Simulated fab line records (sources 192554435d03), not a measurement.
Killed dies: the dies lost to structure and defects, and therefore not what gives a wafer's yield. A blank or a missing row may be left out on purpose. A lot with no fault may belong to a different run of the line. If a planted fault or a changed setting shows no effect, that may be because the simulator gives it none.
Struck lot and sound lot, side by side ; flow n5Finfet ; 36 out of 1938 route steps
Sound: the wafers L357.2, L357.3, L357.5. Struck: wafer L353.3 (L353.1, L353.6, from the same lot, were not struck and are left out); the cause is given at the end.
Per side, at each step with rows, come the tool, then ch with its chambers, and then its first start. Under that, the readings that differ: sound wafers ; struck wafers ; difference of the means ; sigmas: that difference in standard deviations of wafers without a fault.
alike: a reading whose means differ by less than 2 such deviations, as well as words and numbers matching on both sides. not compared: withheld readings; readings where some wafer has no value; bounds like >300 that might hide an equal value; numbers whose values overlap and for which the record gives no deviation.
A row with sigmas, a row that says differs or no value, or rows on one side alone: a step with any of these is where the two part. Non-overlapping numbers with no deviation appear without sigmas and do not part them. A reading that every wafer of one side lacks parts them only if that side has two wafers or more.

first, 9 steps without rows for these wafers: N5_BEOL_M13_PRE_CLEAN_42 (time 30 s); N5_BEOL_M13_SPUTTER_43 (material TaN, target thk 15 nm, time 24.19 s); N5_BEOL_M13_SPUTTER_44 (material Ta, target thk 10 nm, time 16.13 s); N5_BEOL_M13_SPUTTER_45 (material Cu, target thk 80 nm, time 13.33 s); N5_BEOL_M13_ECD_47 (material Cu, target thk 936 nm); N5_BEOL_M13_ANNEAL_48 (time 90 s); N5_BEOL_M13_CMP_49 (polishes, stops on SiOC, t overpolish 17.1 s, target thk 420 nm); N5_BEOL_M13_PRE_CLEAN_52 (time 15 s); N5_BEOL_M13_DEP_53 (deposits SiCN from 3MS/NH3, target thk 50 nm, time 17.8 s).
N5_BEOL_M14_ILD_DEP_00: deposits SiO2 from TEOS/O2, target thk 1119.3 nm, time 237.4 s.
  sound on pecvd-04 ch 0,1,2, day 16 21:19; struck on pecvd-01 ch 1, day 16 01:10
reading;sound;struck;difference;sigmas
susceptorTempC (C);400.07 400.03 399.73;402.74;+2.80;+13
  alike: heaterPowerOuterW, heaterPowerW, showerheadPlenumPTorr, throttleValvePct
  not compared: sinceWetCleanH, model.SiO2_of_BEOL_M14_ILD_DEP_00.thkNm
then, 10 steps without rows for these wafers: N5_BEOL_M14_COAT_58 (time 60 s, resist thk 89 nm); N5_BEOL_M14_COAT_04 (resist thk 800 nm); N5_BEOL_M14_EBR_06; N5_BEOL_M14_SOFTBAKE_05 (time 60 s); N5_BEOL_M14_EXPOSE_07 (exposes mask V13); N5_BEOL_M14_PEB_08 (peb time 90 s); N5_BEOL_M14_DEVELOP_09 (develop time 45 s); N5_BEOL_M14_HARDBAKE_14 (time 120 s); N5_BEOL_M14_DESCUM_15 (chemistry O2, time 7.9 s); N5_BEOL_M14_ETCH_59 (etches BARC in N2/H2, target depth 89 nm, overetch 26.7 nm, time 67.9 s).
N5_BEOL_M14_VIA_ETCH_16: etches SiO2 in C4F8/O2/Ar, target depth 1231.3 nm.
  sound on rieDiel-01 ch 1,2,3, day 16 22:07; struck on rieDiel-03 ch 0, day 16 02:17
  alike: O2_flow_sccm, drypumpMotorCurrentA, oes_f_703_au, oesProductAu, rfVppV, showerheadPlenumPTorr, throttleValvePct
  not compared: model.etch.depthNm
then, 13 steps without rows for these wafers: N5_BEOL_M14_STRIP_63 (strips in O2); N5_BEOL_M14_STRIP_64 (strips in O2); N5_BEOL_M14_STRIP_71 (strips in post etch residue remover, time 60 s); N5_BEOL_M14_SRD_72 (time 30 s, dry time 30 s); N5_BEOL_M14_COAT_65 (time 60 s, resist thk 450 nm); N5_BEOL_M14_COAT_66 (time 60 s, resist thk 110 nm); N5_BEOL_M14_COAT_22 (resist thk 300 nm); N5_BEOL_M14_EBR_24; N5_BEOL_M14_SOFTBAKE_23 (time 60 s); N5_BEOL_M14_EXPOSE_25 (exposes mask M14, target cd 280 nm); N5_BEOL_M14_PEB_26 (peb time 90 s); N5_BEOL_M14_DEVELOP_27 (develop time 45 s); N5_BEOL_M14_HARDBAKE_32 (time 120 s).
N5_BEOL_M14_CMP_49: polishes, stops on SiO2, t overpolish 5.2 s, target thk 560 nm.
  sound on cmp-02 ch 1,2,3, day 17 01:27; struck on cmp-01 ch 1, day 16 09:47
reading;sound;struck;difference;sigmas
barrierFieldEndpointS (s);11.02 11.14 11.16;11.93;+0.82;+3
timeToEndpointS (s);114 119 118;131;+14;+3
  alike: motorCurrentA, overpolishRunS
  not compared: model.SiO2_of_BEOL_M14_ILD_DEP_00.thkNm
N5_PASSIVATION_PROBE_49:
  the record has rows for the struck wafers here (prober-01, day 17 10:23) and none for the sound ones

== WHERE THEY PART ==
At N5_BEOL_M14_ILD_DEP_00 first; at N5_PASSIVATION_PROBE_49 last (within this record only).

WHY: what had been put in by the simulator
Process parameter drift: pecvd-01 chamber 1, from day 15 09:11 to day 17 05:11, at N5_BEOL_M14_ILD_DEP_00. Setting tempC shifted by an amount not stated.
